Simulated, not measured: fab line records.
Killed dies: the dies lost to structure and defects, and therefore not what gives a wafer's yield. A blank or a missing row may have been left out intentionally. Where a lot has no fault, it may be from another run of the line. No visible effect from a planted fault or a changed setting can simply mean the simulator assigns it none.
Split-lot trial :: flow n5 finfet :: 21 wafers read from 7 lots, route of 1938 steps

== ABOUT THE SPLIT ==
At N5_SD_EPI_P_COAT_34 (time 60 s, resist thk 350 nm), the setting spin rpm was moved away from the recipe's 1500 rpm on 8 of the 21 wafers read, by -8.3% to +3.5%. The other wafers ran this setting at the recipe's value.

The reading comes from the split's own step.

== THE READING ==
SOC_of_SD_EPI_P_COAT_34.thk nm (the simulator's own value, which no gauge read), in nm, at N5_SD_EPI_P_COAT_34 (time 60 s, resist thk 350 nm). There is no usual value for it anywhere in the file. Average 350.1 nm, standard deviation 0.89 nm, over the 13 wafers here run with the recipe.

wafer: L077.1
tool, chamber at the split: litho track-03, 0
spin rpm as run, rpm: 1376
against the recipe: -8.3%
SOC_of_SD_EPI_P_COAT_34.thk nm, nm: 363.4
against lot-mates on the recipe: +15.0

wafer: L077.2
tool, chamber at the split: litho track-03, 0
spin rpm as run, rpm: 1376
against the recipe: -8.3%
SOC_of_SD_EPI_P_COAT_34.thk nm, nm: 363.8
against lot-mates on the recipe: +15.4

wafer: L077.6
tool, chamber at the split: litho track-03, 0
spin rpm as run, rpm: 1500
against the recipe: recipe
SOC_of_SD_EPI_P_COAT_34.thk nm, nm: 348.4
against lot-mates on the recipe: -

wafer: L078.1
tool, chamber at the split: litho track-05, 0
spin rpm as run, rpm: 1406
against the recipe: -6.3%
SOC_of_SD_EPI_P_COAT_34.thk nm, nm: 362
against lot-mates on the recipe: +11.0

wafer: L078.2
tool, chamber at the split: litho track-05, 0
spin rpm as run, rpm: 1500
against the recipe: recipe
SOC_of_SD_EPI_P_COAT_34.thk nm, nm: 351
against lot-mates on the recipe: -

wafer: L078.5
tool, chamber at the split: litho track-05, 0
spin rpm as run, rpm: 1406
against the recipe: -6.3%
SOC_of_SD_EPI_P_COAT_34.thk nm, nm: 361.6
against lot-mates on the recipe: +10.6

wafer: L085.1
tool, chamber at the split: litho track-04, 0
spin rpm as run, rpm: 1500
against the recipe: recipe
SOC_of_SD_EPI_P_COAT_34.thk nm, nm: 350.6
against lot-mates on the recipe: -

wafer: L085.3
tool, chamber at the split: litho track-04, 0
spin rpm as run, rpm: 1500
against the recipe: recipe
SOC_of_SD_EPI_P_COAT_34.thk nm, nm: 350.2
against lot-mates on the recipe: -

wafer: L085.6
tool, chamber at the split: litho track-04, 0
spin rpm as run, rpm: 1500
against the recipe: recipe
SOC_of_SD_EPI_P_COAT_34.thk nm, nm: 349.8
against lot-mates on the recipe: -

wafer: L086.1
tool, chamber at the split: litho track-05, 0
spin rpm as run, rpm: 1500
against the recipe: recipe
SOC_of_SD_EPI_P_COAT_34.thk nm, nm: 350.4
against lot-mates on the recipe: -

wafer: L086.4
tool, chamber at the split: litho track-05, 0
spin rpm as run, rpm: 1420
against the recipe: -5.3%
SOC_of_SD_EPI_P_COAT_34.thk nm, nm: 362.4
against lot-mates on the recipe: +11.2

wafer: L086.5
tool, chamber at the split: litho track-05, 0
spin rpm as run, rpm: 1500
against the recipe: recipe
SOC_of_SD_EPI_P_COAT_34.thk nm, nm: 352
against lot-mates on the recipe: -

wafer: L087.3
tool, chamber at the split: litho track-04, 0
spin rpm as run, rpm: 1500
against the recipe: recipe
SOC_of_SD_EPI_P_COAT_34.thk nm, nm: 349.2
against lot-mates on the recipe: -

wafer: L087.5
tool, chamber at the split: litho track-04, 0
spin rpm as run, rpm: 1500
against the recipe: recipe
SOC_of_SD_EPI_P_COAT_34.thk nm, nm: 350.2
against lot-mates on the recipe: -

wafer: L087.6
tool, chamber at the split: litho track-04, 0
spin rpm as run, rpm: 1500
against the recipe: recipe
SOC_of_SD_EPI_P_COAT_34.thk nm, nm: 351
against lot-mates on the recipe: -

wafer: L092.3
tool, chamber at the split: litho track-03, 0
spin rpm as run, rpm: 1550
against the recipe: +3.3%
SOC_of_SD_EPI_P_COAT_34.thk nm, nm: 343.8
against lot-mates on the recipe: -5.4

wafer: L092.4
tool, chamber at the split: litho track-03, 0
spin rpm as run, rpm: 1500
against the recipe: recipe
SOC_of_SD_EPI_P_COAT_34.thk nm, nm: 349.2
against lot-mates on the recipe: -

wafer: L092.5
tool, chamber at the split: litho track-03, 0
spin rpm as run, rpm: 1550
against the recipe: +3.3%
SOC_of_SD_EPI_P_COAT_34.thk nm, nm: 343.2
against lot-mates on the recipe: -6.0

wafer: L095.3
tool, chamber at the split: litho track-03, 0
spin rpm as run, rpm: 1500
against the recipe: recipe
SOC_of_SD_EPI_P_COAT_34.thk nm, nm: 349.8
against lot-mates on the recipe: -

wafer: L095.5
tool, chamber at the split: litho track-03, 0
spin rpm as run, rpm: 1500
against the recipe: recipe
SOC_of_SD_EPI_P_COAT_34.thk nm, nm: 349.8
against lot-mates on the recipe: -

wafer: L095.4
tool, chamber at the split: litho track-03, 0
spin rpm as run, rpm: 1553
against the recipe: +3.5%
SOC_of_SD_EPI_P_COAT_34.thk nm, nm: 344.2
against lot-mates on the recipe: -5.6

THE FIT
A straight line over all 21 wafers: SOC_of_SD_EPI_P_COAT_34.thk nm changes by -1.8 nm for each +1% of spin rpm; r = -0.99; the points scatter about the line by 1.1 nm.
The same after taking each lot's own level away (the mean of its wafers on the recipe; 21 wafers): -1.8 nm for each +1%; r = -1.00; scatter 0.62 nm.
According to that fit, moving spin rpm by its largest amount changes the reading by 15 nm.
From 348.40 to 351.20 nm: that is the span of the lots' own levels, equal to 3.1 times the standard deviation above.
Hence the lot-to-lot level has little effect on the slope; both slopes agree.
Check: with one of the wafers moved furthest among these (-8.3%) left out of the fit, the line predicts +15 nm for it against its lot-mates. It came out at +15 nm against them.

== OTHER SPLITS ON THESE WAFERS ==
Other splits were also applied to these wafers ahead of the reading. Each is held against what the fit with the lots' levels taken away leaves over:
other split on the same wafers: N5_PMOS_HMC_CHANNEL_EPI_COAT_03 spin rpm
wafers away from the commonest value: 5
r with SOC_of_SD_EPI_P_COAT_34.thk nm (lot level and that fit taken away): -0.35

other split on the same wafers: N5_DUMMY_GATE_COAT_28 spin rpm
wafers away from the commonest value: 7
r with SOC_of_SD_EPI_P_COAT_34.thk nm (lot level and that fit taken away): +0.17

other split on the same wafers: N5_DUMMY_GATE_EXPOSE_12 dose mj
wafers away from the commonest value: 13
r with SOC_of_SD_EPI_P_COAT_34.thk nm (lot level and that fit taken away): -0.02

other split on the same wafers: N5_SD_EPI_N_EPI_21 temp c
wafers away from the commonest value: 7
r with SOC_of_SD_EPI_P_COAT_34.thk nm (lot level and that fit taken away): +0.23

== FILE'S OWN FIT ==
SOC_of_SD_EPI_P_COAT_34.thk nm changes by -1.83 nm for each +1% of spin rpm, r = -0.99.
